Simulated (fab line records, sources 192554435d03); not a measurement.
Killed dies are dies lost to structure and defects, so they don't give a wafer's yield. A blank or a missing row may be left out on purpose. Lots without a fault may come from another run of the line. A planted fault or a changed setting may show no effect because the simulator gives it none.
Chamber matching | flow n5_finfet | N5_BEOL_M7_ETCH_72 on rie_diel-02: 4 sister chambers
The step etches underlayer in N2/H2, target depth 6.5 nm, time 5.2 s. 16 wafers are shown with their chamber, then 8 later ones without.

WAFERS WITH THEIR CHAMBER
wafer  | chamber | drypump_motor_current_A (A) | showerhead_plenum_p_Torr (Torr) | throttle_valve_pct (%)
L074.1 | 2       | 6.6                         | 2.61                            | 17.55
L074.2 | 0       | 5.1                         | 2.51                            | 18.24
L074.3 | 1       | 5.4                         | 2.58                            | 17.49
L074.4 | 2       | 6.6                         | 2.61                            | 17.54
L074.5 | 0       | 5.1                         | 2.51                            | 18.25
L074.6 | 1       | 5.4                         | 2.58                            | 17.52
L077.1 | 1       | 5.4                         | 2.57                            | 17.54
L077.2 | 2       | 6.7                         | 2.60                            | 17.55
L077.4 | 3       | 6.6                         | 2.71                            | 17.73
L083.3 | 2       | 6.6                         | 2.60                            | 17.57
L083.4 | 1       | 5.4                         | 2.57                            | 17.54
L083.5 | 1       | 5.4                         | 2.57                            | 17.56
L084.1 | 1       | 5.4                         | 2.57                            | 17.52
L084.2 | 3       | 6.6                         | 2.70                            | 17.77
L084.5 | 2       | 6.6                         | 2.60                            | 17.57
L090.1 | 3       | 6.6                         | 2.70                            | 17.79

SIGNATURES (means of the wafers above)
reading                  | chamber 0 | chamber 1 | chamber 2 | chamber 3 | scatter within a chamber
drypump_motor_current_A  | 5.100     | 5.400     | 6.620     | 6.600     | 0.0258
showerhead_plenum_p_Torr | 2.5100    | 2.5733    | 2.6040    | 2.7033    | 0.00516
throttle_valve_pct       | 18.2450   | 17.5283   | 17.5560   | 17.7633   | 0.0214
Rule: a wafer's distance from a chamber is the root of the sum, over the readings, of the square of ((its reading less the chamber's mean) divided by the reading's scatter). The wafer belongs to the nearest chamber; if the next one is less than 2 further off, it can't be placed. The scatter: the root of (the sum of the squares of (reading less its chamber's mean) over the shown wafers, divided by (wafers less chambers)).

WAFERS WITHOUT THEIR CHAMBER
wafer  | drypump_motor_current_A (A) | showerhead_plenum_p_Torr (Torr) | throttle_valve_pct (%)
L090.2 | 5.4                         | 2.56                            | 17.55
L090.6 | 6.6                         | 2.70                            | 17.78
L093.1 | 6.6                         | 2.69                            | 17.78
L093.3 | 6.6                         | 2.59                            | 17.61
L093.4 | 5.1                         | 2.50                            | 18.29
L096.1 | 6.6                         | 2.59                            | 17.64
L096.4 | 6.6                         | 2.69                            | 17.82
L096.5 | 5.4                         | 2.56                            | 17.59

WHICH CHAMBER EACH WENT THROUGH
wafer  | from the rows above | in truth
L090.2 | 1                   | 1
L090.6 | 3                   | 3
L093.1 | 3                   | 3
L093.3 | 2                   | 2
L093.4 | 0                   | 0
L096.1 | 2                   | 2
L096.4 | 3                   | 3
L096.5 | 1                   | 1
Placed correctly: 8 of 8. Can't be placed from these rows: 0. Placed wrongly: 0.
